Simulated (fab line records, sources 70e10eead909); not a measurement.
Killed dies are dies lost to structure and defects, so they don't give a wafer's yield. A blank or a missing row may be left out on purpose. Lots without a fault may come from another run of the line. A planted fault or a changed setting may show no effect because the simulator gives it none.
One fault seen from 2 desks | flow nand_harc | each desk has only its own numbers; what lay behind them comes last

THE METROLOGY DESK
What the gauges read, lot by lot, whatever tool the lot ran on: means of the sampled wafers that have a number. A lot is out of limits, marked OUT, if its mean lies more than 4 standard deviations from the usual mean; the brackets give that distance.
Columns: A = thk_nm at NHARC_A_DECK1_JOINT_THK_MEAS_17, usual 45.1 nm; B = thk_nm at NHARC_A_ONON_D2_THK_MEAS_05, usual 1002 nm
lot  | first seen here | A    | B
L983 | day 12 10:40    | 44.1 | 1006
L986 | day 14 03:22    | 45.9 | 996
L987 | day 14 12:05    | 44.7 | 1015
L988 | day 15 04:10    | 46.1 | 990
L989 | day 16 00:38    | 44.9 | 991
L991 | day 16 13:03    | 45.2 | 1003
L992 | day 16 13:04    | 44.3 | 1007
L993 | day 17 06:06    | 45.4 | 1003
L999 | day 19 18:10    | 45.7 | 593 (-37) OUT
L100 | day 20 00:50    | 45.7 | 584 (-38) OUT
L104 | day 22 08:47    | 45.1 | 1004
L105 | day 22 08:52    | 44.9 | 1000
This desk's finding: out of limits on L100, L999; first on L999, day 19 19:21 (thk_nm at NHARC_A_ONON_D2_THK_MEAS_05). In limits: L983, L986, L987, L988, L989, L991, L992, L993, L104, L105.

THE DEFECT DESK
What the inspections along the route counted, lot by lot: means of the sampled wafers that have a number. A lot is out of limits, marked OUT, if its mean lies more than 4 standard deviations from the usual mean; the brackets give that distance.
Columns: A = raw_defect_count at NHARC_A_DECK1_JOINT_INSPECT_05, usual 309
lot  | first seen here | A
L983 | day 12 10:41    | 299
L986 | day 14 03:23    | 300
L987 | day 14 12:07    | 261
L988 | day 15 04:12    | 284
L989 | day 16 00:40    | 170
L991 | day 16 13:05    | 224
L992 | day 16 13:06    | 268
L993 | day 17 06:08    | 268
L999 | day 19 18:13    | 296
L100 | day 20 00:52    | 652
L104 | day 22 08:49    | 138
L105 | day 22 08:53    | 259
This desk's finding: nothing out of limits on any of the 12 lots.

PUT TOGETHER
The metrology desk could have raised an alarm at day 19 19:21, on L100, L999.
The defect desk saw nothing out of limits.
The defect desk has L100, L999 on record, within its limits.
Of the lots named, all ran NHARC_A_ONON_D2_DEP_03 on pecvd_onon-04.

WHAT THE SIMULATOR HAD PUT IN
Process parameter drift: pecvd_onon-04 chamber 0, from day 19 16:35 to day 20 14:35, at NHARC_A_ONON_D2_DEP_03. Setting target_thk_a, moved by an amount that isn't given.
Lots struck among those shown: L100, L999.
Hours from the fault's start to each desk's first reading out of limits: the metrology desk, 3.
